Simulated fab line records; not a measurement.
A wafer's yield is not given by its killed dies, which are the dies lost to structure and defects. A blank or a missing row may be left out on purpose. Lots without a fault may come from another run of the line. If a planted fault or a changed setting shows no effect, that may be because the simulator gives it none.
Lot-split experiment	flow n5 finfet	21 wafers read across 7 lots, on a route 1938 steps long

== THE SPLIT ITSELF ==
At N5_BEOL_M9_EXPOSE_25 (exposes mask V8), the setting dose mj was moved away from the recipe's 37.25 on 10 of the 21 wafers read, by -7.4% to +6.1%. This setting was run at the recipe's value on the other wafers.

== FROM THE SPLIT TO THE READING: what the file shows between them, 2 steps ==
- N5_BEOL_M9_PEB_26: peb time 60 s
- N5_BEOL_M9_DEVELOP_27: develop time 30 s

== THE READING ==
cd nm, in nm, at N5_BEOL_M9_CD_MEAS_28 (target cd 70 nm). Fault-free wafers of this fab line usually give 70.0 nm, standard deviation 0.33 nm.

wafer	tool, chamber at the split	dose mj as run	against the recipe	cd nm, nm	against lot-mates on the recipe
L075.1	euv scanner-02, 0	37.25	recipe	70.2	-
L075.2	euv scanner-02, 0	37.25	recipe	70.2	-
L075.4	euv scanner-02, 0	37.25	recipe	70.1	-
L081.2	euv scanner-02, 0	37.25	recipe	70.3	-
L081.4	euv scanner-02, 0	37.25	recipe	69.8	-
L081.6	euv scanner-02, 0	37.25	recipe	69.8	-
L084.1	euv scanner-02, 0	37.25	recipe	70.2	-
L084.5	euv scanner-02, 0	39.25	+5.4%	71.5	+1.3
L084.6	euv scanner-02, 0	39.25	+5.4%	71.4	+1.2
L086.1	euv scanner-01, 0	34.5	-7.4%	68.1	-1.7
L086.4	euv scanner-01, 0	37.25	recipe	69.8	-
L086.5	euv scanner-01, 0	34.5	-7.4%	68.4	-1.4
L090.1	euv scanner-01, 0	37.25	recipe	69.5	-
L090.2	euv scanner-01, 0	39.53	+6.1%	70.8	+1.3
L090.4	euv scanner-01, 0	39.53	+6.1%	71.1	+1.6
L096.1	euv scanner-01, 0	37.25	recipe	70.1	-
L096.2	euv scanner-01, 0	38.26	+2.7%	70.6	+0.5
L096.6	euv scanner-01, 0	38.26	+2.7%	71.0	+0.9
L095.1	euv scanner-02, 0	38.71	+3.9%	70.6	+1.5
L095.2	euv scanner-02, 0	37.25	recipe	69.1	-
L095.3	euv scanner-02, 0	38.71	+3.9%	70.6	+1.5

FIT RESULTS
A straight line over all 21 wafers: cd nm changes by +0.222 nm for each +1% of dose mj; r = +0.93; the points scatter about the line by 0.34 nm.
The same after taking each lot's own level away (the mean of its wafers on the recipe; 21 wafers): +0.237 nm for each +1%; r = +0.97; scatter 0.23 nm.
That fit puts the effect of the largest move of dose mj on the reading at 1.7 nm.
The lots' own levels span 69.10 to 70.20 nm, that is 3.3 times the standard deviation above.
Consequently the slope shifts little with the lot-to-lot level, the two slopes agreeing.
Check: for one of the wafers moved furthest among these (-7.4%), held out of the fit, the line's prediction against its lot-mates is -1.66 nm. Against them it came out at -1.7 nm.

== THE OTHER SPLITS THESE WAFERS WENT THROUGH ==
Note: prior to the reading, these wafers also went through further splits. Each is held against what the fit with the lots' levels taken away leaves over:
other split on the same wafers	wafers away from the commonest value	r with cd nm (lot level and that fit taken away)
N5_BEOL_M5_COAT_74 spin rpm	9	-0.10
N5_BEOL_M7_ILD_DEP_00 time s	7	+0.09
N5_BEOL_M7_PECVD_70 temp c	5	-0.36
N5_BEOL_M7_TRENCH_ETCH_37 bias w	8	-0.51

== THE FILE'S OWN FIT ==
cd nm changes by +0.24 nm for each +1% of dose mj, r = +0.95.
